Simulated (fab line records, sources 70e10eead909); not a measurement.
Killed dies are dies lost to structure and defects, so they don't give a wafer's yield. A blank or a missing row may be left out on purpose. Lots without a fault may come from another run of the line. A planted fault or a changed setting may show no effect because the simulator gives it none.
Which tool did it? | flow nand_harc | 6 lots, 18 wafers sampled, at 4 steps of a route of 1159

WHAT THE GAUGES READ, wafer by wafer
NHARC_P_M0_OVL_MEAS_10: pitch 180 nm.
lot  | measured     | on         | overlay_x_nm (nm)
L269 | day 6 16:37  | overlay-01 | -0.5 -0.8 -0.1
L270 | day 7 08:49  | overlay-02 | -0.9 -1.3 -0.8
L278 | day 8 23:28  | overlay-02 | -0.5 0.3 0.5
L283 | day 10 07:19 | overlay-02 | 0.7 1.2 0.2
L284 | day 10 17:58 | overlay-02 | -0.4 -1.1 -0.8
L288 | day 11 12:19 | overlay-01 | -0.1 0.3 0.0

WHICH TOOL RAN EACH LOT (tool, then ch and the chambers of the sampled wafers, then the start)
lot  | NHARC_P_CONTACT_DEP_00                     | NHARC_P_CONTACT_ETCH_36                       | NHARC_P_CONTACT_ALD_22
L269 | pecvd-02 ch 0,2, day 6 12:54 or earlier    | rie_diel-05 ch 1,2,3, day 6 12:54 or earlier  | ald_metal-04 ch 0,1,2, day 6 12:54
L270 | pecvd-03 ch 0,1,2, day 7 04:51 or earlier  | rie_diel-05 ch 2,3, day 7 04:51 or earlier    | ald_metal-01 ch 0,2,3, day 7 04:51
L278 | pecvd-02 ch 0,1,2, day 8 18:53 or earlier  | rie_diel-06 ch 0,2,3, day 8 18:53 or earlier  | ald_metal-03 ch 1,2,3, day 8 18:53
L283 | pecvd-02 ch 0,1, day 10 04:19 or earlier   | rie_diel-06 ch 0,2,3, day 10 04:19 or earlier | ald_metal-01 ch 0,1,2, day 10 04:19
L284 | pecvd-03 ch 0,1, day 10 12:34 or earlier   | rie_diel-06 ch 1,3, day 10 12:34 or earlier   | ald_metal-01 ch 0,2, day 10 12:34
L288 | pecvd-02 ch 0,1,2, day 11 06:52 or earlier | rie_diel-11 ch 1,3, day 11 06:52 or earlier   | ald_metal-04 ch 1,2,3, day 11 06:52
- NHARC_P_CONTACT_DEP_00: deposits SiO2, target thk 500 nm.
- NHARC_P_CONTACT_ETCH_36: etches the open film in N2/H2, target depth 260 nm, time 406.25 s.
- NHARC_P_CONTACT_ALD_22: deposits TiN, target thk 3 nm, pulse time 1 s, ald cycles 150.

THE ANSWER, worked out from the rows above alone
Rule: what is usual is taken from the lots themselves. Put in order of their means at a reading, lots are off if they are a third of the lots or fewer, leave a main group of 4 or more, and stand apart from it by a gap of 3 or more times the standard deviation of the main group's means; of several such gaps the widest counts. A main group whose means are all the same, to the digits that the tables above print for the reading, isn't used. A lot without any number at a reading at which 4 lots or more have one is off too. The other lots that the step has rows for count as sound.
No lot is off at any reading shown: from this, nothing can be told.

WHAT THE SIMULATOR HAD PUT IN
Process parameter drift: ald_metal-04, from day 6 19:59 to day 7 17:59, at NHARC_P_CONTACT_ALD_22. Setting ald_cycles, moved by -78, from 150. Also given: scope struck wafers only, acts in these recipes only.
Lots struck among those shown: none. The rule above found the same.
